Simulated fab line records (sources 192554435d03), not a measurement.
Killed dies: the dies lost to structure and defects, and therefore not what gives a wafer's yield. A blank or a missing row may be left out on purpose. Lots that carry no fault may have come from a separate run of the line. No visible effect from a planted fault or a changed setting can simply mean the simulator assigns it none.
fab line records | flow n5-finfet
record: lots: 9 | wafers: 27 | last-day: 17
route steps=1938 shown BEOL_M4@1111 BEOL_M5@1145 BEOL_M15@1823 PASSIVATION@1928
lots that met no fault: taken from a fault-free run of the same line
start-h: the number of hours between the record's first day and the start of the first shown wafer of the lot | wait-h: how many hours have passed since the lot's step before this one | " repeats the value in the row above | L1.1+2: several wafers, shown together as one row | - no value, or no start was given | * or withheld: withheld | < > ~ a bound
route shown NAME@n: a module of which the file shows steps, and the number in the route of the first | usual: the fault-free wafers' mean and standard deviation | same: alike in all rows | chamber/n: place in a boat | sites: readings site by site | _std_site: the values' standard deviation | _edge_site: mean of outer sites minus mean of inner sites | radius-mm: how far each site lies from the wafer's centre | mask NAME#n: copy n | behind: the tool/chamber that last shaped the wafer | hold: cause of the lot's hold/its duration in hours/its outcome | device: transistor that didn't switch, given as n, p or np | end of line: the route-end tests of the same wafers | step lacking rows: just its recipe | killed: the dies lost at the first sort to structure and to defects; this is not the yield of the wafer | map: the dies of a wafer, with x for killed, . for not killed, _ for no die there
set.NAME: the setting that was run; set.NAME@STEP: the one run at that earlier step | model.NAME: the simulator's own value behind a step, which no gauge read
route steps across a sampled set of lots; one table per step, one row per wafer
services: the hour from which a tool's chamber was out of use, counted from the record's first day as start-h (under 0 if before that day), plus the number of hours and why
== steps ==
step: N5_BEOL_M4_RC_MEAS_101
usual: DIBL_N: 36.0/2.5 | DIBL_P: 36.7/3 | IOFF_N: 0.16/0.043 | IOFF_P: 0.21/0.049 | ION_N: 673/15 | ION_P: 461/9.8 | SS_N: 71.5/0.83 | SS_P: 73.4/0.83 | VT_N: 250/4 | VT_P: -251/4
lot.wafer | tool      | chamber | start-h | wait-h | DIBL_N[mV/V] | DIBL_P[mV/V] | IOFF_N[nA/um] | IOFF_P[nA/um] | ION_N[uA/um] | ION_P[uA/um] | SS_N[mV/dec] | SS_P[mV/dec] | VT_N[mV] | VT_P[mV]
L621.2    | prober-02 | 0       | 160.81  | 0.2    | 41.7         | 41.5         | 0.27          | 0.30          | 687          | 465          | 73.2         | 75.1         | 244      | -247
L621.4    | "         | 0       | "       | "      | 36.4         | 34.4         | 0.14          | 0.17          | 663          | 449          | 71.2         | 73.3         | 255      | -257
L621.6    | "         | 0       | "       | "      | 36.7         | 34.5         | 0.15          | 0.18          | 664          | 449          | 71.7         | 74.0         | 255      | -255
L624.1    | prober-01 | 0       | 186.86  | 0.0    | 29.9         | 30.0         | 0.09          | 0.13          | 677          | 470          | 69.7         | 71.6         | 256      | -257
L624.5    | "         | 0       | "       | "      | 35.4         | 36.9         | 0.16          | 0.22          | 671          | 467          | 71.6         | 72.5         | 245      | -249
L624.6    | "         | 0       | "       | "      | 32.0         | 32.9         | 0.11          | 0.17          | 675          | 475          | 71.5         | 71.8         | 254      | -250
L625.1    | prober-01 | 0       | 192.36  | 0.0    | 40.5         | 41.9         | 0.23          | 0.29          | 687          | 465          | 72.0         | 73.8         | 244      | -245
L625.2    | "         | 0       | "       | "      | 32.2         | 32.5         | 0.09          | 0.15          | 647          | 452          | 69.8         | 71.4         | 258      | -253
L625.3    | "         | 0       | "       | "      | 38.0         | 39.1         | 0.18          | 0.24          | 681          | 465          | 71.5         | 73.0         | 248      | -247
L628.3    | prober-01 | 0       | 216.36  | 0.3    | 38.4         | 38.0         | 0.19          | 0.23          | 673          | 462          | 72.0         | 74.1         | 252      | -251
L628.4    | "         | 0       | "       | "      | 35.0         | 35.9         | 0.13          | 0.19          | 665          | 456          | 71.3         | 73.1         | 254      | -253
L628.6    | "         | 0       | "       | "      | 36.9         | 38.2         | 0.16          | 0.23          | 664          | 460          | 72.0         | 74.3         | 252      | -250
L629.2    | prober-01 | 0       | 218.24  | 0.2    | 39.2         | 43.4         | 0.28          | 0.32          | 689          | 470          | 72.0         | 75.1         | 242      | -244
L629.4    | "         | 0       | "       | "      | 35.1         | 35.1         | 0.17          | 0.18          | 666          | 456          | 71.2         | 73.2         | 249      | -254
L629.6    | "         | 0       | "       | "      | 33.3         | 35.7         | 0.13          | 0.17          | 677          | 463          | 69.9         | 72.6         | 251      | -254
L630.2    | prober-02 | 0       | 220.05  | 0.2    | 39.1         | 38.4         | 0.18          | 0.22          | 668          | 457          | 72.7         | 74.4         | 251      | -251
L630.3    | "         | 0       | "       | "      | 37.2         | 37.8         | 0.15          | 0.21          | 665          | 455          | 71.9         | 73.5         | 251      | -252
L630.4    | "         | 0       | "       | "      | 34.3         | 34.9         | 0.12          | 0.18          | 651          | 456          | 70.4         | 73.3         | 254      | -255
L632.2    | prober-02 | 0       | 237.25  | 0.2    | 34.1         | 31.5         | 0.12          | 0.19          | 685          | 473          | 70.1         | 72.6         | 253      | -250
L632.3    | "         | 0       | "       | "      | 34.7         | 31.4         | 0.11          | 0.18          | 651          | 455          | 71.0         | 72.2         | 256      | -248
L632.5    | "         | 0       | "       | "      | 35.0         | 31.5         | 0.13          | 0.20          | 662          | 466          | 70.8         | 72.7         | 253      | -248
L637.1    | prober-02 | 0       | 276.94  | 0.0    | 34.9         | 36.0         | 0.14          | 0.22          | 666          | 462          | 70.3         | 73.1         | 251      | -247
L637.5    | "         | 0       | "       | "      | 37.1         | 38.8         | 0.17          | 0.26          | 672          | 469          | 71.8         | 73.2         | 248      | -246
L637.6    | "         | 0       | "       | "      | 37.5         | 39.1         | 0.19          | 0.27          | 694          | 484          | 71.2         | 73.4         | 246      | -244
L638.1    | prober-02 | 0       | 296.13  | 0.0    | 34.8         | 37.1         | 0.16          | 0.19          | 679          | 462          | 71.5         | 73.4         | 248      | -252
L638.3    | "         | 0       | "       | "      | 31.6         | 33.3         | 0.11          | 0.14          | 664          | 454          | 70.2         | 72.8         | 258      | -256
L638.4    | "         | 0       | "       | "      | 27.6         | 28.4         | 0.07          | 0.11          | 649          | 455          | 69.4         | 71.7         | 258      | -257
step: N5_BEOL_M5_EXPOSE_25
recipe: mask-id: V4 | na: 0.33 | source-shape: quasar | sigma-inner: 0.2 | sigma-outer: 0.6 | polarization: unpolarized | defocus-nm: 10 | dose-mj: 52.75
usual: stage-msd-nm: 0.870/0.0085
same: na: 0.33
lot.wafer | tool           | chamber | start-h | wait-h | mask | stage-msd-nm
L621.2    | euv-scanner-02 | 0       | 164.00  | -      | V4#0 | 0.853
L621.4    | "              | 0       | "       | "      | V4#0 | 0.853
L621.6    | "              | 0       | "       | "      | V4#0 | 0.856
L624.1    | euv-scanner-01 | 0       | 191.67  | -      | V4#0 | 0.880
L624.5    | "              | 0       | "       | "      | V4#0 | 0.878
L624.6    | "              | 0       | "       | "      | V4#0 | 0.875
L625.1    | euv-scanner-01 | 0       | 195.96  | -      | V4#0 | 0.873
L625.2    | "              | 0       | "       | "      | V4#0 | 0.881
L625.3    | "              | 0       | "       | "      | V4#0 | 0.875
L628.3    | euv-scanner-02 | 0       | 221.40  | -      | V4#0 | 0.864
L628.4    | "              | 0       | "       | "      | V4#0 | 0.860
L628.6    | "              | 0       | "       | "      | V4#0 | 0.861
L629.2    | euv-scanner-02 | 0       | 221.92  | -      | V4#0 | 0.859
L629.4    | "              | 0       | "       | "      | V4#0 | 0.860
L629.6    | "              | 0       | "       | "      | V4#0 | 0.859
L630.2    | euv-scanner-02 | 0       | 224.40  | -      | V4#0 | 0.857
L630.3    | "              | 0       | "       | "      | V4#0 | 0.859
L630.4    | "              | 0       | "       | "      | V4#0 | 0.859
L632.2    | euv-scanner-02 | 0       | 240.79  | -      | V4#0 | 0.864
L632.3    | "              | 0       | "       | "      | V4#0 | 0.864
L632.5    | "              | 0       | "       | "      | V4#0 | 0.861
L637.1    | euv-scanner-02 | 0       | 282.61  | -      | V4#0 | 0.863
L637.5    | "              | 0       | "       | "      | V4#0 | 0.861
L637.6    | "              | 0       | "       | "      | V4#0 | 0.864
L638.1    | euv-scanner-02 | 0       | 301.25  | -      | V4#0 | 0.860
L638.3    | "              | 0       | "       | "      | V4#0 | 0.862
L638.4    | "              | 0       | "       | "      | V4#0 | 0.859
step: N5_BEOL_M15_ANNEAL_48
recipe: temp-c: 225 | time-s: 90 | ambient: N2
usual: anneal-temp-c: 224.97/0.17 | wafer_temp_C_max: 226.35/0.28
lot.wafer | tool          | chamber | start-h | wait-h | anneal-temp-c | wafer_temp_C_max
L621.2    | rtp-anneal-01 | 0       | 253.45  | 0.2    | 224.99        | 226.20
L621.4    | "             | 0       | "       | "      | 224.98        | 226.34
L621.6    | "             | 0       | "       | "      | 225.04        | 226.24
L625.1    | rtp-anneal-02 | 0       | 273.38  | 0.2    | 224.91        | 227.34
L625.2    | "             | 0       | "       | "      | 225.15        | 226.46
L625.3    | "             | 0       | "       | "      | 224.82        | 226.49
L624.1    | rtp-anneal-02 | 0       | 274.05  | 0.4    | 224.72        | 226.60
L624.5    | "             | 0       | "       | "      | 224.79        | 226.39
L624.6    | "             | 0       | "       | "      | 224.85        | 226.14
L629.2    | rtp-anneal-02 | 0       | 302.63  | 0.2    | 225.03        | 226.46
L629.4    | "             | 0       | "       | "      | 225.23        | 226.30
L629.6    | "             | 0       | "       | "      | 224.98        | 226.01
L628.3    | rtp-anneal-01 | 0       | 309.72  | 0.2    | 225.08        | 226.65
L628.4    | "             | 0       | "       | "      | 224.90        | 226.00
L628.6    | "             | 0       | "       | "      | 225.03        | 226.30
L630.2    | rtp-anneal-02 | 0       | 310.02  | 0.2    | 224.99        | 226.39
L630.3    | "             | 0       | "       | "      | 225.29        | 226.13
L630.4    | "             | 0       | "       | "      | 225.04        | 226.32
L632.2    | rtp-anneal-01 | 0       | 330.40  | 0.2    | 224.82        | 226.09
L632.3    | "             | 0       | "       | "      | 224.94        | 226.15
L632.5    | "             | 0       | "       | "      | 225.05        | 225.86
L637.5    | rtp-anneal-01 | 0       | 369.73  | 0.2    | 225.03        | 226.39
L637.6    | "             | 0       | "       | "      | 225.19        | 226.43
L638.3    | rtp-anneal-01 | 0       | 394.10  | 0.8    | 224.92        | 226.39
step: N5_BEOL_M15_CMP_49
recipe: stop-on: SiO2 | t-overpolish-s: 4.9 | down-force-psi: 2 | platen-rpm: 80 | clearing-platen-down-force-psi: 2 | clearing-platen-rpm: 80 | post-cmp-clean: cu-alkaline | target-thk-nm: 850 | clearing-platen-pad-velocity-m-s: 1.5917 | pad-velocity-m-s: 1.5917
usual: barrier-field-endpoint-s: 11.47/0.27 | edge-zone-pressure-frac: 1.000/0.0054 | head-pressure-psi: 2.000/0.0044 | motor-current-A: 8.2/0.84 | overpolish-run-s: 4.900/0.0084
lot.wafer | tool   | chamber | start-h | wait-h | barrier-field-endpoint-s | edge-zone-pressure-frac | head-pressure-psi | motor-current-A | overpolish-run-s
L621.4    | cmp-04 | 3       | 253.70  | 0.1    | 11.84                    | 0.994                   | 1.994             | 8.1             | 4.897
L621.2    | "      | 0       | "       | "      | 11.63                    | 1.003                   | 1.999             | 8.3             | 4.904
L621.6    | "      | 3       | "       | "      | 11.60                    | 0.996                   | 2.001             | 8.0             | 4.893
L625.3    | cmp-01 | 1       | 273.69  | 0.2    | 11.53                    | 0.998                   | 2.002             | 7.4             | 4.909
L625.1    | "      | 3       | "       | "      | 11.30                    | 0.996                   | 2.001             | 7.4             | 4.890
L625.2    | "      | 0       | "       | "      | 12.22                    | 0.998                   | 2.007             | 7.4             | 4.890
L624.1    | cmp-01 | 2       | 274.46  | 0.4    | 11.58                    | 1.001                   | 1.991             | 7.4             | 4.900
L624.6    | "      | 3       | "       | "      | 11.33                    | 1.001                   | 2.001             | 7.5             | 4.892
L624.5    | "      | 0       | "       | "      | 11.43                    | 1.002                   | 1.998             | 7.4             | 4.897
L629.2    | cmp-01 | 1       | 302.89  | 0.2    | 11.51                    | 0.999                   | 2.002             | 6.7             | 4.901
L629.4    | "      | 0       | "       | "      | 11.87                    | 0.998                   | 2.001             | 7.7             | 4.896
L629.6    | "      | 2       | "       | "      | 11.29                    | 0.994                   | 2.003             | 7.5             | 4.914
L628.3    | cmp-01 | 2       | 309.97  | 0.2    | 11.71                    | 1.005                   | 2.013             | 7.6             | 4.903
L628.4    | "      | 0       | "       | "      | 11.90                    | 0.996                   | 1.997             | 7.8             | 4.902
L628.6    | "      | 2       | "       | "      | 11.80                    | 1.002                   | 2.007             | 7.3             | 4.906
L630.3    | cmp-04 | 2       | 310.27  | 0.2    | 11.68                    | 1.000                   | 2.003             | 8.2             | 4.903
L630.2    | "      | 3       | "       | "      | 11.89                    | 1.000                   | 1.999             | 8.6             | 4.906
L630.4    | "      | 0       | "       | "      | 11.59                    | 1.001                   | 1.999             | 8.8             | 4.889
L632.2    | cmp-01 | 2       | 330.65  | 0.2    | 11.63                    | 1.000                   | 2.000             | 7.0             | 4.897
L632.3    | "      | 0       | "       | "      | 11.63                    | 1.007                   | 2.002             | 7.5             | 4.893
L632.5    | "      | 2       | "       | "      | 11.17                    | 0.993                   | 1.999             | 7.0             | 4.884
L637.5    | cmp-02 | 0       | 370.00  | 0.2    | 11.47                    | 0.999                   | 1.997             | 8.9             | 4.894
L637.6    | "      | 1       | "       | "      | 11.49                    | 1.008                   | 1.996             | 8.7             | 4.891
L638.3    | cmp-01 | 2       | 394.39  | 0.2    | 11.04                    | 1.011                   | 1.999             | 7.5             | 4.916
step: N5_PASSIVATION_DESCUM_46
recipe: chemistry: O2 | time-s: 7.9 | source-power-w: 50 | bias-power-w: 20 | pressure-mtorr: 20 | rf-frequency-hz: 2.712e+07 | temp-c: 40 | o2-flow-sccm: 225
usual: drypump-motor-current-A: 5.9/0.47 | oes-product-au: 0.83/0.082 | rf-vpp-V: 243.1/1.5 | showerhead-plenum-p-Torr: 2.09/0.093 | throttle-valve-pct: 20.33/0.2
lot.wafer | tool        | chamber | start-h | wait-h | drypump-motor-current-A | oes-product-au | rf-hours-counter-h | rf-vpp-V | showerhead-plenum-p-Torr | throttle-valve-pct
L621.2    | rie-diel-06 | 3       | 265.78  | 0.5    | 6.4                     | 0.82           | 89                 | 241.1    | 2.00                     | 20.22
L621.4    | "           | 0       | "       | "      | 6.6                     | 0.92           | 15                 | 241.3    | 2.05                     | 20.28
L621.6    | "           | 3       | "       | "      | 6.4                     | 0.81           | -                  | 240.3    | 2.00                     | 20.19
L625.1    | rie-diel-05 | 2       | 287.35  | 0.3    | 5.1                     | 0.68           | 249                | 244.3    | 2.15                     | 20.32
L625.2    | "           | 1       | "       | "      | 6.0                     | 0.81           | 84                 | 241.2    | 2.04                     | 20.29
L625.3    | "           | 3       | "       | "      | 5.6                     | 0.93           | 19                 | 242.6    | 2.04                     | 20.32
L624.1    | rie-diel-04 | 3       | 287.48  | 0.1    | 5.4                     | 0.82           | 75                 | 242.1    | 2.03                     | 19.96
L624.5    | "           | 2       | "       | "      | 5.8                     | 0.69           | -                  | 243.4    | 2.17                     | 20.76
L624.6    | "           | 1       | "       | "      | 5.2                     | 0.67           | -                  | 241.6    | 1.99                     | 20.17
L629.2    | rie-diel-06 | 3       | 312.80  | 0.0    | 6.5                     | 0.78           | 105                | 241.4    | 2.00                     | 20.23
L629.4    | "           | 0       | "       | "      | 6.7                     | 0.88           | 30                 | 243.6    | 2.04                     | 20.31
L629.6    | "           | 1       | "       | "      | 6.0                     | 0.92           | -                  | 241.9    | 2.06                     | 20.50
L628.3    | rie-diel-05 | 2       | 321.31  | 0.2    | 5.1                     | 0.96           | 3                  | 242.5    | 2.14                     | 19.93
L628.4    | "           | 3       | "       | "      | 5.6                     | 0.92           | 34                 | 241.7    | 2.03                     | 20.34
L628.6    | "           | 0       | "       | "      | 5.7                     | 0.86           | -                  | 246.1    | 2.26                     | 20.47
L630.2    | rie-diel-05 | 0       | 322.69  | 0.0    | 5.7                     | 0.85           | 38                 | 246.2    | 2.26                     | 20.46
L630.3    | "           | 1       | "       | "      | 6.0                     | 0.80           | 100                | 243.7    | 2.04                     | 20.32
L630.4    | "           | 3       | "       | "      | 5.6                     | 0.91           | 34                 | 242.1    | 2.03                     | 20.35
L632.2    | rie-diel-06 | 3       | 341.11  | 0.1    | 6.5                     | 0.79           | 114                | 242.1    | 1.99                     | 20.24
L632.3    | "           | 1       | "       | "      | 6.0                     | 0.89           | 35                 | 243.2    | 2.06                     | 20.53
L632.5    | "           | 1       | "       | "      | 6.0                     | 0.90           | -                  | 242.7    | 2.06                     | 20.54
L637.5    | rie-diel-04 | 2       | 383.84  | 0.1    | 5.8                     | 0.67           | -                  | 243.2    | 2.16                     | 20.80
L637.6    | "           | 3       | "       | "      | 5.3                     | 0.78           | -                  | 241.7    | 2.01                     | 20.00
L638.3    | rie-diel-06 | 3       | 406.99  | 0.0    | 6.5                     | 0.76           | 136                | 240.8    | 1.99                     | 20.27
step: N5_PASSIVATION_PROBE_49
usual: defect-limited-yield: 91.1/1.5 | killed_at_M0_to_M3: 37/11 | killed_at_M4_up: 13/5.6 | killed-at-contacts: 12/5.6 | killed-at-front-end: 39/11 | killed-at-other: 4/3.1 | killed-dies: 105/18 | killed-on-rim: 14/3.8 | killed-open: 69/13 | killed-short: 35/7.4 | sort_bin_4_leakage: 0.00/0.022 | sort_bin_5_function: 5.1/0.92 | sort_bin_6_memory: 3.4/0.76 | sort_bin_8_speed: 0.02/0.11 | sort-n-pass: 1075/18 | sort-yield-pct: 91.1/1.5
same: gross-dies: 1180 | killed-at-back-side: 0
lot.wafer | tool      | chamber | start-h | wait-h | defect-limited-yield[%] | killed_at_M0_to_M3 | killed_at_M4_up | killed-at-contacts | killed-at-front-end | killed-at-other | killed-dies | killed-on-rim | killed-open | killed-short | sort_bin_4_leakage[%] | sort_bin_5_function[%] | sort_bin_6_memory[%] | sort_bin_8_speed[%] | sort-n-pass | sort-yield-pct[%]
L630.2    | prober-02 | -       | 326.44  | 0.1    | 90.1                    | 35                 | 20              | 15                 | 41                  | 6               | 117         | 20            | 70          | 38           | 0                     | 5.5                    | 3.1                  | 0                   | 1063        | 90.1
L630.3    | prober-02 | -       | 326.49  | 0.1    | 88.6                    | 54                 | 13              | 16                 | 39                  | 12              | 134         | 19            | 101         | 32           | 0                     | 6.7                    | 4.4                  | 0                   | 1046        | 88.6
L630.4    | prober-02 | -       | 326.54  | 0.2    | 90.3                    | 41                 | 18              | 14                 | 38                  | 4               | 115         | 14            | 73          | 40           | 0                     | 5.9                    | 3.6                  | 0                   | 1065        | 90.3
L637.1    | prober-02 | -       | 395.17  | 0.0    | 0                       | 20                 | 1083            | 18                 | 55                  | 4               | 1180        | 152           | 74          | 34           | 0                     | 5.3                    | 3.6                  | 0                   | 0           | 0
L637.5    | prober-02 | -       | 395.37  | 0.2    | 92.0                    | 27                 | 11              | 4                  | 49                  | 3               | 94          | 16            | 65          | 29           | 0                     | 4.2                    | 3.5                  | 0                   | 1086        | 92.0
L637.6    | prober-02 | -       | 395.42  | 0.3    | 91.0                    | 35                 | 15              | 7                  | 47                  | 2               | 106         | 13            | 73          | 32           | 0                     | 5.4                    | 3.5                  | 0                   | 1074        | 91.0
L638.1    | prober-02 | -       | 410.03  | 0.0    | 0                       | 25                 | 1105            | 13                 | 33                  | 4               | 1180        | 152           | 53          | 30           | 0                     | 5.0                    | 1.9                  | 0                   | 0           | 0
L638.3    | prober-02 | -       | 410.13  | 0.1    | 90.6                    | 33                 | 20              | 19                 | 38                  | 1               | 111         | 14            | 70          | 38           | 0                     | 4.9                    | 4.2                  | 0                   | 1069        | 90.6
L638.4    | prober-02 | -       | 410.18  | 0.2    | 0                       | 22                 | 1108            | 8                  | 40                  | 2               | 1180        | 152           | 58          | 26           | 0                     | 4.2                    | 2.8                  | 0                   | 0           | 0
killed by level:class
L630.2 BEOL_M2:geometric-particle:open=12 MOL_CONTACT_COAG:geometric-particle:open=10 FIN_SAQP:geometric-particle:short=9 STI_FIN_REVEAL:geometric-particle:open=9 BEOL_M3:geometric-particle:open=7 HKMG_FIN:area-etch=7 BEOL_M0_SAQP:geometric-particle:short=6 MOL_CONTACT_COAG:geometric-particle:short=5
L630.3 BEOL_M0_SAQP:geometric-particle:open=18 BEOL_M3:geometric-particle:open=17 MOL_CONTACT_COAG:geometric-particle:open=15 FIN_SAQP:geometric-particle:open=8 BEOL_M4:geometric-particle:open=8 STI_FIN_REVEAL:geometric-particle:open=7 BEOL_M0_SAQP:geometric-particle:short=6 BEOL_M1:geometric-particle:open=6
L630.4 BEOL_M3:geometric-particle:open=13 MOL_CONTACT_COAG:geometric-particle:open=9 BEOL_M4:geometric-particle:open=8 BEOL_M0_SAQP:geometric-particle:open=7 BEOL_M1:geometric-particle:open=6 FIN_SAQP:geometric-particle:short=5 MOL_CONTACT_COAG:geometric-particle:short=5 DUMMY_GATE:geometric-particle:short=4
L637.1 BEOL_M5:area-expose=1072 FIN_SAQP:geometric-particle:open=23 FIN_SAQP:geometric-particle:short=13 MOL_CONTACT_COAG:geometric-particle:open=13 BEOL_M0_SAQP:geometric-particle:short=8 STI_FIN_REVEAL:geometric-particle:open=5 MOL_CONTACT_COAG:geometric-particle:short=5 BEOL_M2:geometric-particle:open=4
L637.5 FIN_SAQP:geometric-particle:open=18 STI_FIN_REVEAL:geometric-particle:open=8 BEOL_M0_SAQP:geometric-particle:short=7 BEOL_M0_SAQP:geometric-particle:open=7 FIN_SAQP:geometric-particle:short=6 GATE_CUT:geometric-particle:short=5 BEOL_M1:geometric-particle:open=4 BEOL_M2:geometric-particle:open=4
L637.6 BEOL_M0_SAQP:geometric-particle:open=15 FIN_SAQP:geometric-particle:open=13 BEOL_M0_SAQP:geometric-particle:short=8 GATE_CUT:geometric-particle:short=7 GATE_CUT:geometric-particle:open=7 MOL_CONTACT_COAG:geometric-particle:open=6 STI_FIN_REVEAL:geometric-particle:open=5 BEOL_M4:geometric-particle:open=5
L638.1 BEOL_M5:area-expose=1095 MOL_CONTACT_COAG:geometric-particle:open=12 FIN_SAQP:geometric-particle:open=8 STI_FIN_REVEAL:geometric-particle:open=7 GATE_CUT:geometric-particle:short=7 BEOL_M1:geometric-particle:open=5 BEOL_M3:geometric-particle:open=4 BEOL_M2:geometric-particle:short=4
L638.3 MOL_CONTACT_COAG:geometric-particle:open=16 FIN_SAQP:geometric-particle:open=9 FIN_SAQP:geometric-particle:short=8 BEOL_M3:geometric-particle:open=8 BEOL_M4:geometric-particle:open=6 BEOL_M0_SAQP:geometric-particle:open=5 BEOL_M2:geometric-particle:short=4 BEOL_M3:geometric-particle:short=4
L638.4 BEOL_M5:area-expose=1095 GATE_CUT:geometric-particle:open=9 MOL_CONTACT_COAG:geometric-particle:open=8 FIN_SAQP:geometric-particle:open=7 BEOL_M3:geometric-particle:open=6 GATE_CUT:geometric-particle:short=6 BEOL_M1:geometric-particle:short=6 BEOL_M4:geometric-particle:open=6
== services ==
tool           | chamber | start-h | hours | kind
euv-scanner-01 | -       | 150.64  | 1.0   | pm
rtp-anneal-01  | -       | 159.41  | 5.1   | pm
euv-scanner-01 | -       | 175.46  | 4.6   | pm
rie-diel-05    | 1       | 183.09  | 9.7   | repair
euv-scanner-02 | -       | 183.49  | 1.0   | pm
euv-scanner-02 | -       | 193.67  | 0.5   | repair
cmp-01         | -       | 199.59  | 4.0   | pm
euv-scanner-02 | -       | 204.32  | 4.6   | pm
euv-scanner-01 | -       | 208.91  | 1.0   | pm
rie-diel-05    | 3       | 209.61  | 4.5   | repair
rie-diel-05    | 0       | 223.81  | 5.5   | repair
euv-scanner-02 | -       | 242.16  | 1.0   | pm
euv-scanner-02 | -       | 251.95  | 6.2   | pm
cmp-01         | -       | 252.12  | 1.1   | repair
rie-diel-06    | -       | 267.21  | 0.6   | repair
rie-diel-06    | -       | 275.37  | 4.3   | pm
cmp-01         | -       | 288.05  | 0.5   | repair
rie-diel-06    | 2       | 294.86  | 13.9  | repair
euv-scanner-02 | -       | 295.79  | 1.0   | pm
rie-diel-05    | -       | 333.69  | 15.6  | pm
euv-scanner-02 | -       | 352.66  | 1.0   | pm
rie-diel-06    | 3       | 352.68  | 16.5  | repair
euv-scanner-02 | -       | 376.92  | 4.6   | pm
euv-scanner-02 | -       | 397.57  | 5.8   | pm
== key ==
first-sign: step: N5_PASSIVATION_PROBE_49 | reading: killed_at_M4_up | direction: up | sigmas: 99+ | usual: 13 | struck: 1099
effect: step: N5_PASSIVATION_PROBE_49 | reading: defect-limited-yield | direction: down | sigmas: 60 | usual: 91.1 | struck: 0
more-kills-born-at: N5_BEOL_M5_EXPOSE_25@euv-scanner-02: 3262
met-at N5_BEOL_M5_EXPOSE_25
struck-lots L637,L638
struck-wafers L637.1,L638.1,L638.4
later-rows-left-out L637.1,L638.1,L638.4
not-acting-at N5_BEOL_M15_ANNEAL_48,N5_BEOL_M15_CMP_49,N5_PASSIVATION_DESCUM_46
onset-between 240.79 282.61
fault: kind: process-parameter-drift | tool: euv-scanner-02 | chamber: - | onset-h: 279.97 | steps: N5_BEOL_M5_EXPOSE_25 | channel: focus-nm | offset: 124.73 | shape: step | end-h: 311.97 | scope: struck-wafers-only
later-rows-left-out: the simulator's readings of these wafers behind a module that went badly wrong aren't trusted and aren't shown, but for the sort
